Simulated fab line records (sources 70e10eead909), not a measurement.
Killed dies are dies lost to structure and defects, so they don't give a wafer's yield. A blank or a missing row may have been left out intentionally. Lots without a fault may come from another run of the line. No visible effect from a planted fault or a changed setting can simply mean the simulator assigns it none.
Chamber matching / flow nand_harc / 4 sister chambers for NHARC_A_M1_CMP_23 on cmp-02
The step polishes, t overpolish 20 s, target thk 154.34 nm. 4 wafers are shown with their chamber, then 8 later ones without.

== WAFERS PAIRED WITH THEIR CHAMBERS ==
wafer=L086.6; chamber=3; motor_current_A (A)=11.3
wafer=L083.5; chamber=1; motor_current_A (A)=11.5
wafer=L083.6; chamber=0; motor_current_A (A)=15.4
wafer=L085.3; chamber=2; motor_current_A (A)=11.2

== WAFERS WITH NO CHAMBER GIVEN ==
wafer=L085.4; motor_current_A (A)=15.3
wafer=L085.5; motor_current_A (A)=16.0
wafer=L089.2; motor_current_A (A)=12.3
wafer=L089.3; motor_current_A (A)=11.3
wafer=L089.6; motor_current_A (A)=15.3
wafer=L088.3; motor_current_A (A)=12.7
wafer=L088.4; motor_current_A (A)=11.4
wafer=L088.6; motor_current_A (A)=10.8

== WHICH CHAMBER EACH ONE RAN IN ==
wafer=L085.4; from the rows above=0; in truth=0
wafer=L085.5; from the rows above=0; in truth=0
wafer=L089.2; from the rows above=can't be placed: 1 or 3 or 2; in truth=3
wafer=L089.3; from the rows above=can't be placed: 3 or 2 or 1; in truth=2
wafer=L089.6; from the rows above=0; in truth=0
wafer=L088.3; from the rows above=can't be placed: 1 or 3 or 2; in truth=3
wafer=L088.4; from the rows above=can't be placed: 1 or 3 or 2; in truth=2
wafer=L088.6; from the rows above=can't be placed: 2 or 3 or 1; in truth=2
Correctly placed: 3 of 8. From these rows, 5 cannot be placed; in 5 the true chamber is one of the candidates. Number placed wrongly: 0.
How it was worked out, from the rows above alone: a wafer's distance from a chamber is the root of the sum, over the readings, of the square of ((its reading less the chamber's mean) divided by the reading's scatter). The wafer belongs to the nearest chamber; if the next one is less than 2 further off, it can't be placed. The mean given for a chamber averages the wafers shown for that chamber. The scatter: with one shown wafer a chamber, the root of the mean of the squares of how far each hidden wafer lies from its nearest shown one.
